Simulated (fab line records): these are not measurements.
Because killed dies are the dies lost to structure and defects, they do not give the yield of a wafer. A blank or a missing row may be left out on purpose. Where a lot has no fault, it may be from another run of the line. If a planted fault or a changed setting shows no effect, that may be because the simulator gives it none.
A struck lot beside a sound one	flow n5 finfet	37 steps out of a route of 1938
Sound: these wafers, L186.1, L186.2, L186.5. Wafers L177.3, L177.4, L177.6 were the ones struck. The cause is given at the end.
At each step with rows: each side's tool, then ch and its chambers, then its first start. Under that, the readings that differ: sound wafers	struck wafers	difference of the means	sigmas: that difference in standard deviations of wafers without a fault.
alike: readings with means less than 2 such deviations apart, plus words and numbers identical on both sides. not compared: withheld readings, readings lacking a value on some wafer, bounds such as >300 that could conceal the same value, and numbers that have no deviation in the record and whose values overlap.
A row with sigmas, a row that says differs or no value, or rows on one side alone: a step with any of these is where the two part. Numbers that have no deviation but don't overlap get no sigmas and don't part them. A reading that every wafer of one side lacks parts them only if that side has two wafers or more.

first, 9 steps without rows for these wafers: N5_BEOL_M4_ANNEAL_95 (time 240 s); N5_BEOL_M4_SPUTTER_96 (material Cu, target thk 4.5 nm, time 8.29 s); N5_BEOL_M4_ECD_50 (material Cu, target thk 300 nm); N5_BEOL_M4_ANNEAL_51 (time 90 s); N5_BEOL_M4_CMP_52 (polishes, stops on SiOC, t overpolish 6.8 s, target thk 40 nm); N5_BEOL_M4_PRE_CLEAN_60 (time 15 s); N5_BEOL_M4_CO_CAP_55 (material Co, precursor CCTBA/H2, target thk 2 nm, time 102.1 s); N5_BEOL_M4_PRE_CLEAN_56 (time 15 s); N5_BEOL_M4_DEP_57 (deposits SiCN from 3MS/NH3, target thk 8 nm, time 14 s).
N5_BEOL_M4_RC_MEAS_101:
  sound on prober-01 ch 0, day 12 05:53; struck on prober-02 ch 0, day 9 20:59
  alike: DIBL_N, DIBL_P, IOFF_N, IOFF_P, ION_N, ION_P, SS_N, SS_P, VT_N, VT_P
then, 24 steps without rows for these wafers: N5_BEOL_M5_ILD_DEP_00 (deposits SiCOH lowk from DEMS/porogen, target thk 140.64 nm, time 25.9 s); N5_BEOL_M5_CURE_79 (cures SiCOH lowk, time 240 s); N5_BEOL_M5_PECVD_70 (deposits SiO2 from TEOS/O2, target thk 16 nm, time 18 s); N5_BEOL_M5_HM_DEP_02 (deposits TiN, target thk 20 nm); N5_BEOL_M5_COAT_59 (time 60 s, resist thk 60 nm); N5_BEOL_M5_COAT_60 (time 60 s, resist thk 12 nm); N5_BEOL_M5_COAT_71 (time 60 s, resist thk 5 nm); N5_BEOL_M5_COAT_05 (resist thk 30 nm); N5_BEOL_M5_EBR_07; N5_BEOL_M5_SOFTBAKE_06 (time 60 s); N5_BEOL_M5_EXPOSE_08 (exposes mask M5, target cd 28 nm); N5_BEOL_M5_PEB_09 (peb time 60 s); N5_BEOL_M5_DEVELOP_10 (develop time 30 s); N5_BEOL_M5_DESCUM_16 (chemistry O2, time 7 s); N5_BEOL_M5_ETCH_72 (etches underlayer in N2/H2, target depth 6.5 nm, time 5.2 s); N5_BEOL_M5_ETCH_61 (etches SiARC in CF4, target depth 15.6 nm, time 26 s); N5_BEOL_M5_ETCH_62 (etches SOC in N2/H2, target depth 75 nm, overetch 15 nm, time 112.5 s); N5_BEOL_M5_STRIP_63 (strips in N2/H2); N5_BEOL_M5_STRIP_73 (strips in N2/H2); N5_BEOL_M5_STRIP_64 (strips in CF4); N5_BEOL_M5_HM_OPEN_17 (chemistry Cl2/BCl3, target TiN, target depth 20 nm, overetch 6 nm); N5_BEOL_M5_STRIP_19 (strips in O2); N5_BEOL_M5_COAT_65 (time 60 s, resist thk 60 nm); N5_BEOL_M5_COAT_66 (time 60 s, resist thk 12 nm).
N5_BEOL_M7_ANNEAL_51: time 90 s.
  sound on rtp anneal-02 ch 0, day 13 11:00; struck on rtp anneal-02, day 10 22:15
  no value came back on the struck wafers for anneal temp c (C), anneal temp c max, wafer_temp_C_max; on the sound wafers anneal temp c (C) reads 224.85 224.97 224.97
N5_BEOL_M7_CMP_52: polishes, stops on SiCOH lowk, t overpolish 6.9 s, target thk 80 nm.
  sound on cmp-01 ch 0,2,3, day 13 11:23; struck on cmp-04 ch 0,1,2, day 10 22:30
reading	sound	struck	difference	sigmas
barrier field endpoint s (s)	30.4 28.7 30.5	35.5 35.7 35.4	+5.7	+7
time to endpoint s (s)	67 59 64	81 80 80	+17	+5
  alike: clearing platen down force psi, motor current A, overpolish run s
-- record jumps: 3 days separate the struck wafers' starts on either side; left off in module BEOL_M7, taken up again in module PASSIVATION, whose first shown step is the route's number 1936 --
N5_PASSIVATION_PROBE_49:
  sound on prober-02, day 17 06:11; struck on prober-02, day 13 22:23
reading	sound	struck	difference	sigmas
defect limited yield (%)	92.2 92.3 90.8	80.4 56.0 71.8	-22.4	-15
killed_at_M4_up	7 23 9	125 421 240	+249	+44
killed at front end	39 24 44	66 54 54	+22	+2
killed dies	92 91 108	231 519 333	+264	+15
killed on rim	10 12 10	129 152 152	+134	+35
sort n pass	1088 1089 1072	949 661 847	-264	-15
sort yield pct (%)	92.2 92.3 90.8	80.4 56.0 71.8	-22.4	-15
  alike: killed_at_M0_to_M3, killed at contacts, killed at other, killed open, killed short, sort_bin_5_function, sort_bin_6_memory

== WHERE THEY PART ==
Earliest at N5_BEOL_M7_ANNEAL_51; latest, in this record, at N5_PASSIVATION_PROBE_49.

WHY: what the simulator had put in
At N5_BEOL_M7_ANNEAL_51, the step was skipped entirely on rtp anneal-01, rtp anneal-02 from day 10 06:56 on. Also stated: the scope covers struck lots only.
